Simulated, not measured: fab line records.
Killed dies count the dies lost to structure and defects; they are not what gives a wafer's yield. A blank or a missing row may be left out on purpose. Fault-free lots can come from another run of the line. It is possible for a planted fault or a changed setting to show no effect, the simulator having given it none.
Chamber matching    flow n5-finfet    rie-diel-04 running N5_BEOL_M9_DESCUM_33: 4 sister chambers
The step chemistry O2, time 7 s. 20 wafers are shown with their chamber, then 10 later ones without.

== WAFERS, EACH WITH ITS CHAMBER ==
wafer   chamber  throttle-valve-pct (%)  showerhead-plenum-p-Torr (Torr)  drypump-motor-current-A (A)
L075.3  2        20.18                   2.17                             5.8
L075.4  1        20.16                   2.05                             6.1
L075.6  2        20.21                   2.17                             5.7
L076.3  3        20.97                   2.08                             6.0
L076.4  0        20.74                   2.00                             4.7
L076.6  0        20.72                   2.00                             4.7
L078.1  3        21.00                   2.08                             5.9
L078.3  2        20.22                   2.17                             5.7
L078.6  0        20.73                   2.00                             4.7
L082.1  1        20.17                   2.04                             6.1
L082.2  0        20.74                   1.99                             4.7
L082.3  3        21.00                   2.08                             5.9
L082.4  2        20.21                   2.17                             5.7
L082.5  0        20.74                   1.99                             4.7
L082.6  1        20.19                   2.04                             6.1
L083.3  0        20.74                   1.99                             4.7
L083.4  3        21.01                   2.08                             6.0
L083.5  0        20.75                   1.99                             4.7
L084.3  1        20.18                   2.04                             6.1
L084.4  0        20.74                   1.99                             4.7

SIGNATURES (averages over the wafers above)
reading                   chamber 0  chamber 1  chamber 2  chamber 3  scatter within a chamber
throttle-valve-pct        20.7375    20.1750    20.2050    20.9950    0.0133
showerhead-plenum-p-Torr  1.9937     2.0425     2.1700     2.0800     0.00405
drypump-motor-current-A   4.700      6.100      5.725      5.950      0.0331
Rule: for each reading, subtract the chamber's mean from the wafer's reading, divide by that reading's scatter and square the result; add these up over the readings and take the root, which gives the wafer's distance from the chamber. The wafer belongs to the nearest chamber; if the next one is less than 2 further off, it can't be placed. How the scatter is found: for the shown wafers, subtract from each reading the mean of its chamber, square and add these, divide the total by (wafers less chambers), then take the root.

== WAFERS MISSING THEIR CHAMBER ==
wafer   throttle-valve-pct (%)  showerhead-plenum-p-Torr (Torr)  drypump-motor-current-A (A)
L084.6  20.23                   2.16                             5.8
L085.2  21.01                   2.08                             6.0
L085.4  20.23                   2.16                             5.7
L085.5  21.01                   2.07                             5.9
L089.1  20.26                   2.16                             5.7
L089.5  20.24                   2.16                             5.7
L089.6  20.76                   1.99                             4.7
L094.1  20.72                   2.07                             5.9
L094.2  20.77                   1.99                             4.7
L094.3  20.24                   2.03                             6.1

== CHAMBER TAKEN BY EACH ==
wafer   from the rows above  in truth
L084.6  2                    2
L085.2  3                    3
L085.4  2                    2
L085.5  3                    3
L089.1  2                    2
L089.5  2                    2
L089.6  0                    0
L094.1  3                    3
L094.2  0                    0
L094.3  1                    1
10 of 10 placed correctly. Number that these rows cannot place: 0. Number placed wrongly: 0.
